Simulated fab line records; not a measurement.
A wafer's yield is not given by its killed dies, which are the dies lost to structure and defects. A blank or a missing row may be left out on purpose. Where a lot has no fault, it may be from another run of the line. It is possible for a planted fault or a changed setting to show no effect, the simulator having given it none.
Matching of chambers / flow nand-harc / 4 sister chambers for NHARC_A_CONTACT_DESCUM_13 on rie-diel-08
The step chemistry O2, time 3 s. 4 wafers are shown with their chamber, then 6 later ones without.

## WAFERS PAIRED WITH THEIR CHAMBERS
wafer=L808.5; chamber=3; drypump-motor-current-A (A)=5.3
wafer=L820.4; chamber=2; drypump-motor-current-A (A)=5.4
wafer=L825.1; chamber=1; drypump-motor-current-A (A)=5.7
wafer=L825.5; chamber=0; drypump-motor-current-A (A)=6.8

## WAFERS WITHOUT THEIR CHAMBER
wafer=L827.1; drypump-motor-current-A (A)=5.8
wafer=L827.4; drypump-motor-current-A (A)=5.4
wafer=L827.5; drypump-motor-current-A (A)=6.8
wafer=L831.1; drypump-motor-current-A (A)=5.3
wafer=L831.2; drypump-motor-current-A (A)=6.8
wafer=L831.6; drypump-motor-current-A (A)=6.8

## CHAMBER TAKEN BY EACH
wafer=L827.1; from the rows above=1; in truth=1
wafer=L827.4; from the rows above=2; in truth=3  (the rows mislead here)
wafer=L827.5; from the rows above=0; in truth=0
wafer=L831.1; from the rows above=3; in truth=3
wafer=L831.2; from the rows above=0; in truth=0
wafer=L831.6; from the rows above=0; in truth=0
5 of 6 placed correctly. Left unplaced by these rows: 0. Number placed wrongly: 1.
How it was worked out, from the rows above alone: a wafer's distance from a chamber is the root of the sum, over the readings, of the square of ((its reading less the chamber's mean) divided by the reading's scatter). The wafer belongs to the nearest chamber; if the next one is less than 2 further off, it can't be placed. For every chamber, the mean is computed from those of its wafers that are shown. The scatter: root of mean squared gap, hidden wafer to nearest shown wafer, with one shown wafer a chamber.
